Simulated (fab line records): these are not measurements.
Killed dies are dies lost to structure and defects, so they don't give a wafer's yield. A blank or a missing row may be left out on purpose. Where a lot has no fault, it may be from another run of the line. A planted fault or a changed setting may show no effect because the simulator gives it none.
Chamber matching + flow n5 finfet + 4 sister chambers for N5_BEOL_M7_ETCH_61 on rie diel-02
The step etches SiARC in CF4, target depth 45.5 nm, time 75.8 s. 4 wafers are shown with their chamber, then 7 later ones without.

== WAFERS, EACH WITH ITS CHAMBER ==
| wafer  | chamber | throttle valve pct (%) |
|--------|---------|------------------------|
| L080.2 | 3       | 16.05                  |
| L080.6 | 0       | 15.26                  |
| L089.4 | 2       | 15.90                  |
| L089.5 | 1       | 15.26                  |

== WAFERS MISSING THEIR CHAMBER ==
| wafer  | throttle valve pct (%) |
|--------|------------------------|
| L089.6 | 15.27                  |
| L091.3 | 16.07                  |
| L091.5 | 15.27                  |
| L091.6 | 15.91                  |
| L092.2 | 15.92                  |
| L092.3 | 16.08                  |
| L092.6 | 15.28                  |

== CHAMBER TAKEN BY EACH ==
| wafer  | from the rows above     | in truth |
|--------|-------------------------|----------|
| L089.6 | can't be placed: 0 or 1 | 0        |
| L091.3 | 3                       | 3        |
| L091.5 | can't be placed: 0 or 1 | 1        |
| L091.6 | 2                       | 2        |
| L092.2 | 2                       | 2        |
| L092.3 | 3                       | 3        |
| L092.6 | can't be placed: 0 or 1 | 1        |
4 of 7 placed correctly. From these rows, 3 cannot be placed; in 3 the true chamber is one of the candidates. Number placed wrongly: 0.
How it was worked out, from the rows above alone: a wafer's distance from a chamber is the root of the sum, over the readings, of the square of ((its reading less the chamber's mean) divided by the reading's scatter). If the next closest chamber is less than 2 further off than the closest, the wafer can't be placed; otherwise it belongs to the closest. Each chamber's mean is taken over the wafers shown for it. The scatter: with one shown wafer a chamber, the root of the mean of the squares of how far each hidden wafer lies from its nearest shown one.
